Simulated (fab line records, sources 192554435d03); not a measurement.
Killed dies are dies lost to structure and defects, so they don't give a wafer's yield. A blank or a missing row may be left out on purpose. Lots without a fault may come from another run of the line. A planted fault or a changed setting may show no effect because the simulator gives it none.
Split-lot experiment | flow n5_finfet | 7 lots, 21 wafers read, on a route of 1938 steps

THE SPLIT
At N5_MOL_CONTACT_COAG_ETCH_67 (etches SOC in N2/H2, target depth 60 nm, overetch 21 nm, time 101.2 s), the setting source_w was moved away from the recipe's 840 W on 4 of the 21 wafers read, by -16.3% to -5.7%. The other wafers ran this setting at the recipe's value.

The reading is taken at the split's own step.

THE READING
rf_vpp_V, in V, at N5_MOL_CONTACT_COAG_ETCH_67 (etches SOC in N2/H2, target depth 60 nm, overetch 21 nm, time 101.2 s). Fault-free wafers of this fab line usually give 524.1 V, standard deviation 2.1 V.

wafer  | tool, chamber at the split | source_w as run, W | against the recipe | rf_vpp_V, V | against lot-mates on the recipe
L082.1 | rie_diel-03, 1             | 840                | recipe             | 524.0       | -
L082.4 | rie_diel-03, 3             | 840                | recipe             | 521.4       | -
L082.5 | rie_diel-03, 1             | 840                | recipe             | 524.6       | -
L083.1 | rie_diel-01, 0             | 840                | recipe             | 526.5       | -
L083.3 | rie_diel-01, 2             | 773.7              | -7.9%              | 539.5       | +16.0
L083.4 | rie_diel-01, 1             | 840                | recipe             | 520.6       | -
L084.1 | rie_diel-06, 2             | 703.4              | -16.3%             | 555.8       | +31.2
L084.2 | rie_diel-06, 3             | 840                | recipe             | 524.6       | -
L084.6 | rie_diel-06, 1             | 703.4              | -16.3%             | 559.0       | +34.4
L085.1 | rie_diel-06, 0             | 792.4              | -5.7%              | 537.4       | +12.5
L085.2 | rie_diel-06, 3             | 840                | recipe             | 524.6       | -
L085.4 | rie_diel-06, 1             | 840                | recipe             | 525.1       | -
L087.1 | rie_diel-01, 1             | 840                | recipe             | 519.6       | -
L087.2 | rie_diel-01, 2             | 840                | recipe             | 524.0       | -
L087.5 | rie_diel-01, 0             | 840                | recipe             | 527.1       | -
L095.1 | rie_diel-03, 3             | 840                | recipe             | 521.6       | -
L095.3 | rie_diel-03, 1             | 840                | recipe             | 525.1       | -
L095.6 | rie_diel-03, 3             | 840                | recipe             | 520.5       | -
L097.1 | rie_diel-06, 0             | 840                | recipe             | 527.0       | -
L097.2 | rie_diel-06, 3             | 840                | recipe             | 524.4       | -
L097.4 | rie_diel-06, 2             | 840                | recipe             | 523.4       | -

THE FIT
A straight line over all 21 wafers: rf_vpp_V changes by -2.07 V for each +1% of source_w; r = -0.98; the points scatter about the line by 2.2 V.
The same after taking each lot's own level away (the mean of its wafers on the recipe; 21 wafers): -2.02 V for each +1%; r = -0.98; scatter 2 V.
On that fit, the largest move of source_w shifts the reading by 33 V.
The lots' own levels span 522.40 to 524.93 V, that is 1.2 times the standard deviation above.
So the lot-to-lot level changes the slope little: the two slopes agree.
Check: with one of the wafers moved furthest among these (-16.3%) left out of the fit, the line predicts +34.3 V for it against its lot-mates. It came out at +31.2 V against them.
Tool readings at the split's step, against how far the setting was moved: rf_vpp_V r = -0.98.

OTHER SPLITS ON THESE WAFERS
These wafers also went through other splits before the reading. Each is held against what the fit with the lots' levels taken away leaves over:
other split on the same wafers       | wafers away from the commonest value | r with rf_vpp_V (lot level and that fit taken away)
N5_HKMG_FIN_ETCH_58 source_w         | 5                                    | +0.08
N5_HKMG_FIN_CVD_62 temp_c            | 3                                    | -0.18
N5_GATE_CUT_COAT_27 spin_rpm         | 6                                    | +0.41
N5_GATE_CUT_DESCUM_18 time_s         | 5                                    | -0.22
N5_MOL_CONTACT_COAG_DESCUM_45 time_s | 7                                    | -0.11

THE FILE'S OWN FIT
rf_vpp_V changes by -2.04 V for each +1% of source_w, r = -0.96.
